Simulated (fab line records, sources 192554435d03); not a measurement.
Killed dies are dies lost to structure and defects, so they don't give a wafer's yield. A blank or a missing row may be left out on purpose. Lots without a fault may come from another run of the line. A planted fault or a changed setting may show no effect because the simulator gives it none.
Chamber matching | flow n5_finfet | N5_ZERO_LAYER_PECVD_02 on pecvd-04: 3 sister chambers
The step deposits SiO2 from SiH4/N2O, target thk 10 nm, time 6 s. 3 wafers are shown with their chamber, then 8 later ones without.

WAFERS WITH THEIR CHAMBER
wafer  | chamber | showerhead_plenum_p_Torr (Torr)
L080.4 | 2       | 8.11
L088.5 | 1       | 7.94
L093.1 | 0       | 7.77

WAFERS WITHOUT THEIR CHAMBER
wafer  | showerhead_plenum_p_Torr (Torr)
L093.2 | 7.94
L093.4 | 7.77
L094.2 | 8.13
L094.3 | 7.97
L094.4 | 7.97
L097.2 | 7.96
L097.4 | 7.76
L097.6 | 8.13

WHICH CHAMBER EACH WENT THROUGH
wafer  | from the rows above | in truth
L093.2 | 1                   | 1
L093.4 | 0                   | 0
L094.2 | 2                   | 2
L094.3 | 1                   | 1
L094.4 | 1                   | 1
L097.2 | 1                   | 1
L097.4 | 0                   | 0
L097.6 | 2                   | 2
Placed correctly: 8 of 8. Can't be placed from these rows: 0. Placed wrongly: 0.
How it was worked out, from the rows above alone: a wafer's distance from a chamber is the root of the sum, over the readings, of the square of ((its reading less the chamber's mean) divided by the reading's scatter). The wafer belongs to the nearest chamber; if the next one is less than 2 further off, it can't be placed. A chamber's mean is the mean of its shown wafers. The scatter: with one shown wafer a chamber, the root of the mean of the squares of how far each hidden wafer lies from its nearest shown one.
